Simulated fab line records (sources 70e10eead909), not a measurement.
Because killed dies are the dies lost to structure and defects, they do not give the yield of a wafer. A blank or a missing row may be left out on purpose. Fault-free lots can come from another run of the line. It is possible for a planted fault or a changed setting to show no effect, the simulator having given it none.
Which tool did it? -- flow nand-harc -- 14 lots with 42 wafers sampled at 3 steps, on a route of 1159 steps

WHAT EACH GAUGE READ, for each wafer
NHARC_THIN_TSV_CD_MEAS_12: target cd 1000 nm. Usual: 1000.9 nm for cd-nm, sd 2.5.
lot,measured,on,cd-nm (nm),flag
L499,day 18 13:00,cd-sem-01,1001.6 1001.5 1001.8,
L498,day 18 23:28,cd-sem-02,996.2 996.5 994.6,
L501,day 19 13:26,cd-sem-01,997.3 1002.8 999.3,
L500,day 19 14:40,cd-sem-01,998.2 1003.6 1002.9,
L502,day 19 15:53,cd-sem-02,999.1 998.4 997.4,
L506,day 20 10:01,cd-sem-03,- - -,OFF
L505,day 20 18:46,cd-sem-03,- - -,OFF
L511,day 21 10:55,cd-sem-01,1004.0 1001.0 1001.0,
L516,day 23 01:30,cd-sem-03,1001.6 997.8 1002.3,
L517,day 23 03:53,cd-sem-01,1002.0 1001.1 1001.7,
L520,day 24 03:43,cd-sem-02,997.7 998.2 998.6,
L518,day 24 04:57,cd-sem-01,1000.5 998.6 1000.9,
L519,day 24 10:45,cd-sem-01,1004.0 1004.2 1003.2,
L521,day 24 14:32,cd-sem-02,997.7 1000.3 998.3,

TOOL THAT RAN EACH LOT (tool first, then ch and the chambers of the sampled wafers, then the start)
lot,NHARC_THIN_TSV_DEP_43,NHARC_THIN_TSV_PEB_10
L499,"pecvd-03 ch 0,2, day 18 12:13","litho-track-03 ch 0, day 18 12:54"
L498,"pecvd-04 ch 1,2, day 18 22:36","litho-track-05 ch 0, day 18 23:22"
L501,"pecvd-01 ch 0,2, day 19 12:43","litho-track-02 ch 0, day 19 13:21"
L500,"pecvd-04 ch 0,1,2, day 19 13:50","litho-track-03 ch 0, day 19 14:34"
L502,"pecvd-03 ch 0,1,2, day 19 15:14","litho-track-05 ch 0, day 19 15:48"
L506,"pecvd-04 ch 0,2, day 20 09:18","litho-track-03, day 20 09:55"
L505,"pecvd-04 ch 1,2, day 20 18:05","litho-track-03, day 20 18:40"
L511,"pecvd-04 ch 0,1, day 21 10:10","litho-track-03 ch 0, day 21 10:49"
L516,"pecvd-01 ch 0,1, day 23 00:43","litho-track-03 ch 0, day 23 01:25"
L517,"pecvd-03 ch 0,1, day 23 03:14","litho-track-03 ch 0, day 23 03:47"
L520,"pecvd-01 ch 0,1,2, day 24 03:01","litho-track-05 ch 0, day 24 03:38"
L518,"pecvd-01 ch 0,1,2, day 24 04:16","litho-track-03 ch 0, day 24 04:52"
L519,"pecvd-01 ch 0,2, day 24 10:01","litho-track-03 ch 0, day 24 10:40"
L521,"pecvd-01 ch 1,2, day 24 13:41","litho-track-02 ch 0, day 24 14:26"
- NHARC_THIN_TSV_DEP_43: deposits SiO2, target thk 1328.5 nm.
- NHARC_THIN_TSV_PEB_10: peb time 85 s.

WHAT THE TOOLS THEMSELVES READ (means of the sampled wafers that have a number; where no wafer has one, the mark that the record gives instead)
NHARC_THIN_TSV_DEP_43. Usual: 16.1 % for throttle-valve-pct, sd 0.7.
lot,tool,throttle-valve-pct (%),flag
L499,pecvd-03,16.0,
L498,pecvd-04,16.4,
L501,pecvd-01,15.7,
L500,pecvd-04,15.9,
L502,pecvd-03,16.1,
L506,pecvd-04,15.5,
L505,pecvd-04,15.9,
L511,pecvd-04,16.1,
L516,pecvd-01,16.6,
L517,pecvd-03,16.2,
L520,pecvd-01,16.1,
L518,pecvd-01,16.1,
L519,pecvd-01,15.5,
L521,pecvd-01,16.0,

NHARC_THIN_TSV_PEB_10. Usual: chill-plate-temp-C 23.01 C, standard deviation 0.11; exhaust-pa 45.1 Pa, standard deviation 0.79; plate-temp-C 118.00 C, standard deviation 0.14.
lot,tool,chill-plate-temp-C (C),exhaust-pa (Pa),plate-temp-C (C),flag
L499,litho-track-03,23.08,44.8,118.06,
L498,litho-track-05,23.13,46.0,117.91,
L501,litho-track-02,23.00,45.3,118.12,
L500,litho-track-03,23.06,44.5,117.90,
L502,litho-track-05,22.85,45.1,118.11,
L506,litho-track-03,-,-,-,OFF
L505,litho-track-03,-,-,-,OFF
L511,litho-track-03,22.95,45.4,118.12,
L516,litho-track-03,22.81,44.3,118.07,
L517,litho-track-03,23.08,44.5,118.00,
L520,litho-track-05,23.11,44.8,117.98,
L518,litho-track-03,23.00,44.8,117.88,
L519,litho-track-03,22.99,45.5,117.87,
L521,litho-track-02,23.16,45.5,118.13,

THE ANSWER, worked out from the rows above alone
Rule: a lot is off if the mean of its wafers that have a number lies more than 3 standard deviations from the usual mean. Also off: a lot with no number at a reading for which 4 or more lots have one. Any other lot the step has rows for is counted as sound. The gauges are gone through in route order, then the tools' own readings, and for those a lot's mean is taken as printed above. At the first step where some lot is off, the reading lying furthest off is the one used; lots without a number count as furthest.
Off at NHARC_THIN_TSV_CD_MEAS_12 (cd-nm): L506, L505. Without a number there: L506, L505.
If a tool, at a process step before that reading, ran all the lots that are off and no sound lot after the first of them, it fits. Not tried: the gauges at NHARC_THIN_TSV_CD_MEAS_12; whatever is off there is also off at NHARC_THIN_TSV_PEB_10, on other tools, and gauge error can't account for it. Of those tried, none fits.

WHAT WAS PUT IN BY THE SIMULATOR
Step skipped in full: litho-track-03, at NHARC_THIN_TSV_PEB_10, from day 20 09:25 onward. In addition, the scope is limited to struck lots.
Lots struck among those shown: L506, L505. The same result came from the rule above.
